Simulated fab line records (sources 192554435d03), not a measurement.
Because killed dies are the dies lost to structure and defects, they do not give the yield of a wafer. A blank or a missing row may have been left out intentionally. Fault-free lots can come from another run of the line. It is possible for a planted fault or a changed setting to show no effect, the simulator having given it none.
Problem report, 8D (eight disciplines) form, completed by code || flow n5 finfet || the parts of the form that need people (team, actions taken, sign-off) are left out

## 1. PROBLEM STATEMENT
Wafers without a fault read 34 with a standard deviation of 9.2, while killed_at_M0_to_M3 at N5_PASSIVATION_PROBE_49 averages 466 across 2 wafers of 1 lot. That puts it +47 standard deviations away from the usual mean.
First observed at day 15 14:13: wafer L733.3, on prober-01. The record holds 3 wafers of 1 lot with a number at this step. By rule, "out" or "out of limits" means more than 4 standard deviations away from the usual mean. All remaining wafers that have a number are taken as sound.

## 2. WHAT IT IS AND WHAT IT IS NOT
{"question": "which readings at this step", "is": "killed_at_M0_to_M3, defect limited yield, killed dies, killed on rim, sort_bin_5_function, sort_bin_6_memory, sort n pass, sort yield pct", "is not": "killed_at_M4_up, killed at contacts, killed at front end, killed open, killed short"}
{"question": "which lots", "is": "L733", "is not": "-"}
{"question": "which wafers of those lots", "is": "L733.3, L733.5", "is not": "L733.6"}
{"question": "read on which tools", "is": "prober-01", "is not": "-"}
{"question": "when", "is": "from day 15 14:13", "is not": "up to then (0 sound wafers); but 1 sound wafer of L733 came after"}

## 3. THE SUSPECTS, EACH WITH WHAT RULES IT OUT
Counting: any tool at a process step up to the reading remains a suspect provided it ran every lot that is out. Sound lots after the first of them don't rule it out here, since some wafers of a struck lot are sound.
- euv scanner-02 at N5_BEOL_M3_EXPOSE_08 (exposes mask M3): kept. It ran the lot that is out, L733 (day 10 06:07).
- pvd sputter-01 at N5_BEOL_M15_SPUTTER_43 (material TaN, target thk 15 nm, time 24.19 s): kept. It ran the lot that is out, L733 (day 14 18:11).
- pvd sputter-02 at N5_MIM_TOP_DEGAS_04 (time 60 s): kept. It ran the lot that is out, L733 (day 15 00:16).
- prober-01 at N5_PASSIVATION_PROBE_49: kept. It ran the lot that is out, L733 (day 15 14:13). Its own defect limited yield, killed_at_M0_to_M3, killed dies, killed on rim, sort_bin_5_function, sort_bin_6_memory, sort n pass, sort yield pct readings are out on those wafers.
Left after counting: euv scanner-02 at N5_BEOL_M3_EXPOSE_08, pvd sputter-01 at N5_BEOL_M15_SPUTTER_43, pvd sputter-02 at N5_MIM_TOP_DEGAS_04, prober-01 at N5_PASSIVATION_PROBE_49.

## 4. THE CAUSE (what the simulator had put in)
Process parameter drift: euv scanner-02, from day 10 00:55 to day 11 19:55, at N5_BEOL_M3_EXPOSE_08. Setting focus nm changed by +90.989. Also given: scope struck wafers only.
This tool is one of the 4 suspects left after counting.

## 5. SEQUENCE OF EFFECTS, ordered by route
One row per reading whose mean, taken over the struck wafers that have a number, lies over 3 standard deviations from the usual. Only readings whose record carries a usual standard deviation are examined. hours: median over the lots of the time between each lot's start at the first step of this table that gives one and its start at this step. sigmas: the change, counted in usual standard deviations.
{"hours": 0, "step": "N5_PASSIVATION_PROBE_49", "reading": "defect limited yield", "usual": "91.2 %", "on struck wafers": 54.3, "change": -36.9, "sigmas": -28}
{"hours": 0, "step": "N5_PASSIVATION_PROBE_49", "reading": "killed_at_M0_to_M3", "usual": 34, "on struck wafers": 466, "change": "+432", "sigmas": "+47"}
{"hours": 0, "step": "N5_PASSIVATION_PROBE_49", "reading": "killed dies", "usual": 104, "on struck wafers": 539, "change": "+435", "sigmas": "+29"}
{"hours": 0, "step": "N5_PASSIVATION_PROBE_49", "reading": "killed on rim", "usual": 14, "on struck wafers": 72, "change": "+58", "sigmas": "+16"}
{"hours": 0, "step": "N5_PASSIVATION_PROBE_49", "reading": "sort_bin_5_function", "usual": "5.2 %", "on struck wafers": 28.5, "change": "+23.3", "sigmas": "+27"}
{"hours": 0, "step": "N5_PASSIVATION_PROBE_49", "reading": "sort_bin_6_memory", "usual": "3.3 %", "on struck wafers": 14.9, "change": "+11.6", "sigmas": "+18"}
{"hours": 0, "step": "N5_PASSIVATION_PROBE_49", "reading": "sort n pass", "usual": 1076, "on struck wafers": 641, "change": -435, "sigmas": -29}
{"hours": 0, "step": "N5_PASSIVATION_PROBE_49", "reading": "sort yield pct", "usual": "91.2 %", "on struck wafers": 54.3, "change": -36.9, "sigmas": -28}
Process steps it contains:
- N5_PASSIVATION_PROBE_49

## 6. WHAT WOULD HAVE CAUGHT IT SOONER
In this record the first reading out of limits was taken at day 15 14:13, 133 hours after the fault began at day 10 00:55.
Lots out: 1; all had begun N5_BEOL_M3_EXPOSE_08 on euv scanner-02 by day 15 14:13. None of them would have been spared by holding the tool at that moment.
